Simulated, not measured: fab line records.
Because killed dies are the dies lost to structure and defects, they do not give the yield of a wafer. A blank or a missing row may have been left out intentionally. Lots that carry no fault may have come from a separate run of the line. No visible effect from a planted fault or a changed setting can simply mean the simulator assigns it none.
The tool behind it: which one?    flow nand harc    24 lots, 72 wafers sampled, at 4 steps of a route of 1302

WHAT THE GAUGES READ, wafer by wafer
NHARC_A_CONTACT_INSPECT_44. Usual: 76 for raw defect count, sd 37.
lot   measured      on                 raw defect count  flag
L074  day 21 19:08  defect inspect-02  104 131 121       
L075  day 21 19:41  defect inspect-02  7 15 10           
L076  day 22 05:47  defect inspect-01  51 50 58          
L077  day 22 06:25  defect inspect-01  50 60 61          
L078  day 23 00:33  defect inspect-02  53 55 69          
L079  day 23 01:19  defect inspect-02  115 115 103       
L080  day 23 16:52  defect inspect-02  100 131 131       
L081  day 24 00:42  defect inspect-02  83 83 75          
L082  day 25 04:21  defect inspect-02  127 142 144       
L084  day 25 08:40  defect inspect-02  51 65 68          
L083  day 25 12:29  defect inspect-02  29 35 23          
L085  day 25 20:43  defect inspect-01  33 32 39          
L086  day 26 18:47  defect inspect-02  74 66 66          
L089  day 27 02:27  defect inspect-01  53 62 65          
L087  day 27 03:27  defect inspect-01  57 85 77          
L088  day 27 17:41  defect inspect-02  89 88 98          
L090  day 27 20:24  defect inspect-01  131 141 134       
L091  day 28 16:55  defect inspect-01  96 92 106         
L093  day 28 23:07  defect inspect-02  30 23 45          
L092  day 28 23:43  defect inspect-01  148 143 131       
L094  day 29 09:35  defect inspect-02  29 23 29          
L095  day 30 08:25  defect inspect-01  37 43 39          
L096  day 30 18:39  defect inspect-01  117 103 110       
L097  day 31 03:23  defect inspect-01  97 88 90          

NHARC_A_CONTACT_CD_MEAS_53. Usual: 289.5 nm for cd nm, sd 0.85.
lot   measured      on         cd nm (nm)         flag
L074  day 22 01:31  cd sem-01  289.4 290.4 290.7  
L075  day 22 03:04  cd sem-03  290.2 289.8 289.8  
L076  day 22 11:38  cd sem-01  289.1 289.0 289.3  
L077  day 22 13:09  cd sem-01  290.2 289.7 289.7  
L078  day 23 06:07  cd sem-03  289.3 289.1 288.9  
L079  day 23 06:46  cd sem-03  288.6 289.6 288.8  
L080  day 23 22:14  cd sem-01  287.7 287.3 287.3  
L081  day 24 05:52  cd sem-01  290.0 289.3 290.3  
L082  day 25 10:23  cd sem-01  287.8 287.5 287.4  
L084  day 25 13:54  cd sem-03  290.5 290.3 289.6  
L083  day 25 17:41  cd sem-02  288.3 288.9 288.9  
L085  day 26 02:48  cd sem-03  289.5 289.6 289.4  
L086  day 26 23:58  cd sem-03  289.7 288.7 288.9  
L089  day 27 07:37  cd sem-01  289.1 290.0 289.6  
L087  day 27 08:37  cd sem-02  289.9 288.6 289.8  
L088  day 27 23:08  cd sem-02  290.1 290.8 291.1  
L090  day 28 01:36  cd sem-02  289.7 289.4 289.2  
L091  day 28 22:05  cd sem-01  290.2 289.4 289.3  
L093  day 29 04:15  cd sem-03  290.9 290.8 290.5  
L092  day 29 04:53  cd sem-01  289.8 289.8 288.9  
L094  day 29 14:50  cd sem-03  290.5 290.9 290.5  
L095  day 30 13:37  cd sem-02  288.9 288.8 289.0  
L096  day 30 23:59  cd sem-01  289.8 289.2 289.4  
L097  day 31 08:32  cd sem-02  288.9 288.9 288.8  

WHAT TOOL EACH LOT RAN ON (gives the tool, then ch and the chambers of the sampled wafers, and finally the start)
lot   NHARC_A_CONTACT_ETCH_111              NHARC_A_CONTACT_ETCH_120
L074  har cap etch-03 ch 0,1, day 21 21:23  har cap etch-03 ch 0,1, day 21 23:28
L075  har cap etch-02 ch 0,1, day 21 23:45  har cap etch-02 ch 0,1, day 22 01:19
L076  har cap etch-02 ch 0,1, day 22 07:47  har cap etch-02 ch 0,1, day 22 09:52
L077  har cap etch-03 ch 0,1, day 22 09:01  har cap etch-03 ch 0,1, day 22 11:05
L078  har cap etch-01 ch 0,1, day 23 02:49  har cap etch-01 ch 0,1, day 23 04:23
L079  har cap etch-02 ch 0,1, day 23 03:22  har cap etch-02 ch 0,1, day 23 04:56
L080  har cap etch-03 ch 0,1, day 23 18:52  har cap etch-03 ch 0,1, day 23 20:37
L081  har cap etch-01 ch 0,1, day 24 02:37  har cap etch-01 ch 0,1, day 24 04:11
L082  har cap etch-03 ch 0,1, day 25 06:16  har cap etch-03 ch 0,1, day 25 08:22
L084  har cap etch-01 ch 0,1, day 25 10:38  har cap etch-01 ch 0,1, day 25 12:11
L083  har cap etch-02 ch 0,1, day 25 14:23  har cap etch-02 ch 0,1, day 25 15:56
L085  har cap etch-01 ch 0,1, day 25 23:04  har cap etch-01 ch 0,1, day 26 00:38
L086  har cap etch-02 ch 0,1, day 26 20:43  har cap etch-02 ch 0,1, day 26 22:17
L089  har cap etch-01 ch 0,1, day 27 04:23  har cap etch-01 ch 0,1, day 27 05:56
L087  har cap etch-03 ch 0,1, day 27 05:20  har cap etch-03 ch 0,1, day 27 06:54
L088  har cap etch-01 ch 0,1, day 27 19:55  har cap etch-01 ch 0,1, day 27 21:28
L090  har cap etch-03 ch 0,1, day 27 22:17  har cap etch-03 ch 0,1, day 27 23:51
L091  har cap etch-03 ch 1, day 28 18:49    har cap etch-03 ch 1, day 28 20:23
L093  har cap etch-01 ch 0, day 29 01:01    har cap etch-01 ch 0, day 29 02:34
L092  har cap etch-02 ch 0,1, day 29 01:38  har cap etch-02 ch 0,1, day 29 03:11
L094  har cap etch-01 ch 0,1, day 29 11:35  har cap etch-01 ch 0,1, day 29 13:10
L095  har cap etch-01 ch 1, day 30 10:17    har cap etch-01 ch 1, day 30 11:52
L096  har cap etch-03 ch 0,1, day 30 20:43  har cap etch-03 ch 0,1, day 30 22:17
L097  har cap etch-01 ch 0,1, day 31 05:16  har cap etch-01 ch 0,1, day 31 06:49
- NHARC_A_CONTACT_ETCH_111: etches the open film in C4F8/O2/Ar, time 140 s, target depth 700 nm.
- NHARC_A_CONTACT_ETCH_120: etches the open film in C4F8/O2/Ar, time 190 s, target depth 1850 nm.

AS READ BY THE TOOLS THEMSELVES (means over the sampled wafers that have a number; for cases with no such wafer, the mark the record gives instead)
The record holds no such reading with a usual standard deviation.

THE ANSWER, worked out from the rows above alone
Rule: lot off if the mean of its wafers having a number is beyond 3 standard deviations from the usual mean. A lot without any number at a reading at which 4 lots or more have one is off too. All remaining lots with rows at the step are treated as sound. Order of review: gauges by route order, followed by the tools' own readings, for which a lot's mean as printed above is used. The first step at which some lot is off is used, and at that step the reading that is off furthest; a lot without a number counts as furthest.
None of the lots is off at any reading shown; this tells nothing.

WHAT THE SIMULATOR PUT IN
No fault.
